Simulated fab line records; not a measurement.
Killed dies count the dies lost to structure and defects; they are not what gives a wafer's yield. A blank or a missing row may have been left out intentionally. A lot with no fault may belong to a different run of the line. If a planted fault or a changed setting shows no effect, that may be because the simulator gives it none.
Chamber matching / flow nandHarc / 4 sister chambers for NHARC_P_CONTACT_CMP_01 on cmp-02
The step polishes SiO2, target thk 200 nm. 4 wafers are shown with their chamber, then 8 later ones without.

## WAFERS PAIRED WITH THEIR CHAMBERS
wafer=L086.1; chamber=3; motorCurrentA (A)=12.2
wafer=L090.1; chamber=0; motorCurrentA (A)=13.1
wafer=L090.6; chamber=1; motorCurrentA (A)=13.1
wafer=L092.3; chamber=2; motorCurrentA (A)=11.3

## WAFERS WITH NO CHAMBER GIVEN
wafer=L092.4; motorCurrentA (A)=13.6
wafer=L092.5; motorCurrentA (A)=13.0
wafer=L094.1; motorCurrentA (A)=12.9
wafer=L094.2; motorCurrentA (A)=11.1
wafer=L094.6; motorCurrentA (A)=11.5
wafer=L095.2; motorCurrentA (A)=12.1
wafer=L095.5; motorCurrentA (A)=11.5
wafer=L095.6; motorCurrentA (A)=12.6

## WHICH CHAMBER EACH ONE RAN IN
wafer=L092.4; from the rows above=can't be placed: 0 or 1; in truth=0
wafer=L092.5; from the rows above=can't be placed: 0 or 1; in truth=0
wafer=L094.1; from the rows above=can't be placed: 0 or 1 or 3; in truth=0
wafer=L094.2; from the rows above=2; in truth=2
wafer=L094.6; from the rows above=can't be placed: 2 or 3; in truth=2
wafer=L095.2; from the rows above=3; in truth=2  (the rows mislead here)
wafer=L095.5; from the rows above=can't be placed: 2 or 3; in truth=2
wafer=L095.6; from the rows above=can't be placed: 3 or 0 or 1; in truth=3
Correct placement for 1 of the 8. Unplaceable from these rows: 6, with the true chamber sitting among the candidates in 6. Placed wrongly: 1.
How it was worked out, from the rows above alone: a wafer's distance from a chamber is the root of the sum, over the readings, of the square of ((its reading less the chamber's mean) divided by the reading's scatter). If the next closest chamber is less than 2 further off than the closest, the wafer can't be placed; otherwise it belongs to the closest. The mean given for a chamber averages the wafers shown for that chamber. The scatter: root of mean squared gap, hidden wafer to nearest shown wafer, with one shown wafer a chamber.
